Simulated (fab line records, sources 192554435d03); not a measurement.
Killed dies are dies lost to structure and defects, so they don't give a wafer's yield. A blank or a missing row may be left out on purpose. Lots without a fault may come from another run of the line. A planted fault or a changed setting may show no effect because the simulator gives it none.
Which tool did it? | flow n5_finfet | 7 lots, 21 wafers sampled, at 7 steps of a route of 1938

WHAT THE GAUGES READ, wafer by wafer
N5_BEOL_M4_RC_MEAS_101. Usual: DIBL_N 37.0 mV/V, standard deviation 1.7; DIBL_P 36.7 mV/V, standard deviation 2; IOFF_N 0.17 nA/um, standard deviation 0.035; IOFF_P 0.22 nA/um, standard deviation 0.035; ION_N 672 uA/um, standard deviation 12; ION_P 461 uA/um, standard deviation 7.5; SS_N 71.6 mV/dec, standard deviation 0.67; SS_P 73.4 mV/dec, standard deviation 0.64; VT_N 250 mV, standard deviation 3.5; VT_P -250 mV, standard deviation 3.5.
lot  | measured     | on        | DIBL_N (mV/V)  | DIBL_P (mV/V)  | IOFF_N (nA/um) | IOFF_P (nA/um) | ION_N (uA/um) | ION_P (uA/um) | SS_N (mV/dec)  | SS_P (mV/dec)  | VT_N (mV)   | VT_P (mV)      | flag
L378 | day 9 00:58  | prober-01 | 37.8 36.9 35.3 | 36.6 35.6 33.9 | 0.17 0.15 0.12 | 0.21 0.19 0.18 | 675 657 650   | 459 451 447   | 71.3 71.4 70.9 | 73.5 73.4 72.8 | 247 247 252 | -249 -249 -250 |
L383 | day 10 03:26 | prober-01 | 36.7 36.6 36.5 | 37.4 37.3 36.7 | 0.17 0.16 0.15 | 0.20 0.20 0.20 | 681 673 662   | 467 464 454   | 71.9 71.7 71.5 | 74.2 73.3 73.5 | 252 252 254 | -252 -256 -253 |
L384 | day 10 10:58 | prober-02 | 34.3 36.5 35.7 | 35.1 36.9 35.4 | 0.13 0.17 0.15 | 0.18 0.20 0.18 | 666 675 666   | 454 460 454   | 70.0 71.4 71.4 | 72.4 74.1 73.5 | 252 249 253 | -253 -253 -255 |
L388 | day 11 07:40 | prober-02 | 34.9 34.1 34.5 | 35.6 33.8 35.1 | 0.14 0.11 0.13 | 0.21 0.17 0.20 | 669 648 661   | 461 449 462   | 70.5 70.7 70.4 | 73.5 73.0 73.3 | 251 256 252 | -250 -253 -249 |
L390 | day 11 17:05 | prober-02 | 36.5 37.1 41.1 | 36.5 36.3 40.7 | 0.17 0.16 0.27 | 0.24 0.23 0.32 | 683 679 688   | 469 467 470   | 71.2 70.8 72.2 | 73.5 72.1 74.2 | 249 248 241 | -243 -248 -242 |

WHICH TOOL RAN EACH LOT (tool, then ch and the chambers of the sampled wafers, then the start)
lot  | N5_BEOL_M1_STRIP_19                | N5_BEOL_M1_ETCH_77                 | N5_BEOL_M1_ETCH_69                 | N5_BEOL_M1_ALD_98                 | N5_BEOL_M1_ETCHBACK_99             | N5_BEOL_M1_VIA_ETCH_34
L378 | rie_diel-04 ch 0,3, day 7 05:58    | rie_diel-04 ch 0,1,3, day 7 06:31  | rie_diel-04 ch 0,1,3, day 7 06:32  | ald_sin-02 ch 0,1,3, day 7 06:45  | rie_diel-04 ch 1,2, day 7 06:52    | rie_diel-04 ch 1,2, day 7 07:00
L383 | rie_diel-02 ch 1,2,3, day 8 19:44  | rie_diel-02 ch 0,1,2, day 8 20:26  | rie_diel-02 ch 0,1,2, day 8 20:27  | ald_sin-02 ch 1,2,3, day 8 20:40  | rie_diel-06 ch 0,2,3, day 8 20:53  | rie_diel-06 ch 0,2,3, day 8 21:01
L384 | rie_diel-04 ch 0,2,3, day 9 01:01  | rie_diel-06 ch 1,3, day 9 01:34    | rie_diel-06 ch 1,3, day 9 01:35    | ald_sin-03 ch 0,1,2, day 9 01:40  | rie_diel-04 ch 0,1,3, day 9 03:32  | rie_diel-04 ch 0,1,3, day 9 03:41
L388 | rie_diel-04 ch 1,2,3, day 9 17:50  | rie_diel-04 ch 0,1,3, day 9 18:23  | rie_diel-04 ch 0,1,3, day 9 18:24  | ald_sin-03 ch 0,1,3, day 9 19:42  | rie_diel-06 ch 0,1,2, day 9 19:49  | rie_diel-06 ch 0,1,2, day 9 19:57
L390 | rie_diel-06 ch 0,1,2, day 10 08:13 | rie_diel-02 ch 0,1,3, day 10 08:46 | rie_diel-02 ch 0,1,3, day 10 08:47 | ald_sin-03 ch 0,1,2, day 10 08:54 | rie_diel-02 ch 0,1,3, day 10 10:05 | rie_diel-02 ch 0,1,3, day 10 10:13
L394 | rie_diel-04 ch 1,2,3, day 12 02:36 | rie_diel-04 ch 0,1,3, day 12 03:10 | rie_diel-04 ch 0,1,3, day 12 03:10 | ald_sin-03 ch 1,2,3, day 12 04:13 | rie_diel-06 ch 1,2,3, day 12 04:20 | rie_diel-06 ch 1,2,3, day 12 04:28
L397 | rie_diel-02 ch 0,1,3, day 12 02:57 | rie_diel-04 ch 0,1,3, day 12 03:38 | rie_diel-04 ch 0,1,3, day 12 03:39 | ald_sin-03 ch 0,3, day 12 04:18   | rie_diel-04 ch 1,2,3, day 12 04:34 | rie_diel-04 ch 1,2,3, day 12 04:42
- N5_BEOL_M1_STRIP_19: strips in O2.
- N5_BEOL_M1_ETCH_77: etches underlayer in N2/H2, target depth 6.5 nm, time 5.2 s.
- N5_BEOL_M1_ETCH_69: etches SiARC in CF4, target depth 15.6 nm, time 26 s.
- N5_BEOL_M1_ALD_98: deposits SiO2, target thk 2.5 nm, pulse time 1 s, co reactant pulse time 1 s.
- N5_BEOL_M1_ETCHBACK_99: etches SiO2 in CHF3, target depth 5 nm, time 10.4 s.
- N5_BEOL_M1_VIA_ETCH_34: etches the open film in C4F6/O2, target depth 67.8 nm, time 64.4 s.

WHAT THE TOOLS THEMSELVES READ (means of the sampled wafers that have a number; where no wafer has one, the mark that the record gives instead)
N5_BEOL_M1_STRIP_19. Usual: drypump_motor_current_A 5.7 A, standard deviation 0.32; oes_product_au 0.78 a.u., standard deviation 0.075; rf_vpp_V 3.6 V, standard deviation 0.5; showerhead_plenum_p_Torr 2.10 Torr, standard deviation 0.052; throttle_valve_pct 16.64 %, standard deviation 0.2.
lot  | tool        | drypump_motor_current_A (A) | oes_product_au (a.u.) | rf_vpp_V (V) | showerhead_plenum_p_Torr (Torr) | throttle_valve_pct (%) | flag
L378 | rie_diel-04 | 5.7                         | 0.73                  | 3.1          | 2.09                            | 16.53                  |
L383 | rie_diel-02 | 5.6                         | 0.81                  | 3.6          | 2.11                            | 16.63                  |
L384 | rie_diel-04 | 5.8                         | 0.72                  | 3.8          | 2.13                            | 16.54                  |
L388 | rie_diel-04 | 5.8                         | 0.76                  | 4.1          | 2.13                            | 16.57                  |
L390 | rie_diel-06 | 5.5                         | 0.77                  | 3.5          | 2.10                            | 16.73                  |
L394 | rie_diel-04 | 5.8                         | 0.75                  | 3.6          | 2.12                            | 16.60                  |
L397 | rie_diel-02 | 5.6                         | 0.84                  | 4.1          | 2.13                            | 16.76                  |

N5_BEOL_M1_ETCH_77. Usual: bias_w 150.0 W, standard deviation 0.45; chamber_pressure_mTorr 30.00 mTorr, standard deviation 0.04; drypump_motor_current_A 5.6 A, standard deviation 0.34; etch_rf_on_time_s 5.25 s, standard deviation 0.11; oes_product_au 0.67 a.u., standard deviation 0.065; rf_vpp_V 524.1 V, standard deviation 2.2; showerhead_plenum_p_Torr 2.56 Torr, standard deviation 0.065; throttle_valve_pct 17.91 %, standard deviation 0.19.
lot  | tool        | bias_w (W) | chamber_pressure_mTorr (mTorr) | drypump_motor_current_A (A) | etch_rf_on_time_s (s) | oes_product_au (a.u.) | rf_vpp_V (V) | showerhead_plenum_p_Torr (Torr) | throttle_valve_pct (%) | flag
L378 | rie_diel-04 | 149.7      | 29.97                          | 5.7                         | 5.33                  | 0.65                  | 523.0        | 2.55                            | 17.79                  |
L383 | rie_diel-02 | 150.1      | 30.00                          | 5.7                         | 5.24                  | 0.72                  | 525.5        | 2.59                            | 18.06                  |
L384 | rie_diel-06 | 150.1      | 30.00                          | 5.4                         | 5.20                  | 0.65                  | 522.9        | 2.51                            | 18.04                  |
L388 | rie_diel-04 | 149.8      | 29.97                          | 5.7                         | 5.44                  | 0.63                  | 522.9        | 2.54                            | 17.81                  |
L390 | rie_diel-02 | 149.7      | 29.98                          | 5.6                         | 5.20                  | 0.73                  | 524.3        | 2.60                            | 17.98                  |
L394 | rie_diel-04 | 150.1      | 30.06                          | 5.7                         | 5.43                  | 0.61                  | 523.4        | 2.53                            | 17.85                  |
L397 | rie_diel-04 | 149.8      | 30.03                          | 5.7                         | 5.39                  | 0.62                  | 522.8        | 2.53                            | 17.84                  |

N5_BEOL_M1_ETCH_69. Usual: bias_w 36.01 W, standard deviation 0.1; cf4_flow_sccm 100.0 sccm, standard deviation 0.31; drypump_motor_current_A 5.6 A, standard deviation 0.34; etch_rf_on_time_s 26.1 s, standard deviation 0.52; oes_product_au 0.67 a.u., standard deviation 0.065; rf_vpp_V 184.2 V, standard deviation 1.1; showerhead_plenum_p_Torr 2.14 Torr, standard deviation 0.051; throttle_valve_pct 15.58 %, standard deviation 0.16.
lot  | tool        | bias_w (W) | cf4_flow_sccm (sccm) | drypump_motor_current_A (A) | etch_rf_on_time_s (s) | oes_product_au (a.u.) | rf_vpp_V (V) | showerhead_plenum_p_Torr (Torr) | throttle_valve_pct (%) | flag
L378 | rie_diel-04 | 36.01      | 99.9                 | 5.7                         | 27.0                  | 0.64                  | 184.1        | 2.14                            | 15.50                  |
L383 | rie_diel-02 | 36.07      | 100.1                | 5.7                         | 25.9                  | 0.72                  | 184.0        | 2.15                            | 15.61                  |
L384 | rie_diel-06 | 35.97      | 99.7                 | 5.4                         | 25.8                  | 0.65                  | 183.4        | 2.10                            | 15.74                  |
L388 | rie_diel-04 | 35.98      | 99.9                 | 5.7                         | 26.8                  | 0.63                  | 184.4        | 2.13                            | 15.52                  |
L390 | rie_diel-02 | 36.02      | 100.1                | 5.5                         | 25.7                  | 0.74                  | 184.3        | 2.16                            | 15.56                  |
L394 | rie_diel-04 | -          | -                    | -                           | -                     | -                     | -            | -                               | -                      | OFF
L397 | rie_diel-04 | -          | -                    | -                           | -                     | -                     | -            | -                               | -                      | OFF

N5_BEOL_M1_ALD_98. Usual: heater_power_outer_w 39 W, standard deviation 5; heater_power_w 76 W, standard deviation 8.3; precursor_pulse_height_rel 1.002, standard deviation 0.019.
lot  | tool       | heater_power_outer_w (W) | heater_power_w (W) | precursor_pulse_height_rel | flag
L378 | ald_sin-02 | 39                       | 76                 | 1.024                      |
L383 | ald_sin-02 | 37                       | 72                 | 0.990                      |
L384 | ald_sin-03 | 41                       | 82                 | 1.007                      |
L388 | ald_sin-03 | 39                       | 75                 | 1.002                      |
L390 | ald_sin-03 | 41                       | 82                 | 1.003                      |
L394 | ald_sin-03 | 43                       | 84                 | 0.997                      |
L397 | ald_sin-03 | 36                       | 70                 | 1.010                      |

N5_BEOL_M1_ETCHBACK_99. Usual: drypump_motor_current_A 5.6 A, standard deviation 0.33; oes_product_au 0.79 a.u., standard deviation 0.072; rf_vpp_V 238 V, standard deviation 3.7; showerhead_plenum_p_Torr 2.14 Torr, standard deviation 0.056; throttle_valve_pct 17.06 %, standard deviation 0.19.
lot  | tool        | drypump_motor_current_A (A) | oes_product_au (a.u.) | rf_vpp_V (V) | showerhead_plenum_p_Torr (Torr) | throttle_valve_pct (%) | flag
L378 | rie_diel-04 | 5.9                         | 0.80                  | 242          | 2.13                            | 16.81                  |
L383 | rie_diel-06 | 5.5                         | 0.75                  | 240          | 2.12                            | 17.14                  |
L384 | rie_diel-04 | 5.7                         | 0.75                  | 243          | 2.14                            | 16.95                  |
L388 | rie_diel-06 | 5.5                         | 0.76                  | 240          | 2.15                            | 17.08                  |
L390 | rie_diel-02 | 5.6                         | 0.86                  | 237          | 2.18                            | 17.06                  |
L394 | rie_diel-06 | 5.6                         | 0.29                  | 238          | 2.09                            | 17.17                  | OFF
L397 | rie_diel-04 | 5.8                         | 0.29                  | 242          | 2.17                            | 16.92                  | OFF

N5_BEOL_M1_VIA_ETCH_34. Usual: C4F6_flow_sccm 9.996 sccm, standard deviation 0.028; O2_flow_sccm 10.00 sccm, standard deviation 0.031; drypump_motor_current_A 5.6 A, standard deviation 0.33; oes_product_au 0.78 a.u., standard deviation 0.072; rf_vpp_V 658 V, standard deviation 10; showerhead_plenum_p_Torr 2.83 Torr, standard deviation 0.071; throttle_valve_pct 30.73 %, standard deviation 0.29.
lot  | tool        | C4F6_flow_sccm (sccm) | O2_flow_sccm (sccm) | drypump_motor_current_A (A) | oes_product_au (a.u.) | rf_vpp_V (V) | showerhead_plenum_p_Torr (Torr) | throttle_valve_pct (%) | flag
L378 | rie_diel-04 | 9.992                 | 9.98                | 5.9                         | 0.79                  | 668          | 2.82                            | 30.63                  |
L383 | rie_diel-06 | 9.979                 | 10.02               | 5.5                         | 0.76                  | 662          | 2.81                            | 30.83                  |
L384 | rie_diel-04 | 9.985                 | 10.00               | 5.7                         | 0.75                  | 673          | 2.83                            | 30.53                  |
L388 | rie_diel-06 | 9.984                 | 10.01               | 5.4                         | 0.76                  | 661          | 2.84                            | 30.71                  |
L390 | rie_diel-02 | 10.008                | 9.99                | 5.6                         | 0.86                  | 656          | 2.88                            | 30.83                  |
L394 | rie_diel-06 | 10.007                | 9.99                | 5.6                         | 0.29                  | 658          | 2.76                            | 30.70                  | OFF
L397 | rie_diel-04 | 10.026                | 9.97                | 5.8                         | 0.28                  | 672          | 2.86                            | 30.52                  | OFF

THE ANSWER, worked out from the rows above alone
Rule: a lot is off if the mean of its wafers that have a number lies more than 3 standard deviations from the usual mean. A lot without any number at a reading at which 4 lots or more have one is off too. The other lots that the step has rows for count as sound. The gauges are gone through in route order, then the tools' own readings, and for those a lot's mean is taken as printed above. The first step at which some lot is off is used, and at that step the reading that is off furthest; a lot without a number counts as furthest.
Off: L394, L397, at N5_BEOL_M1_ETCH_69 (bias_w). Without a number there: L394, L397.
A tool fits if, at that step or a process step before it, it ran every lot that is off, and no sound lot after the first of them. One fits: rie_diel-04 at N5_BEOL_M1_ETCH_77 and N5_BEOL_M1_ETCH_69. At N5_BEOL_M1_ETCH_77 its last sound lot is L388 (day 9 18:23), its first lot that is off L394 (day 12 03:10): a fault that began between those two fits.

WHAT THE SIMULATOR HAD PUT IN
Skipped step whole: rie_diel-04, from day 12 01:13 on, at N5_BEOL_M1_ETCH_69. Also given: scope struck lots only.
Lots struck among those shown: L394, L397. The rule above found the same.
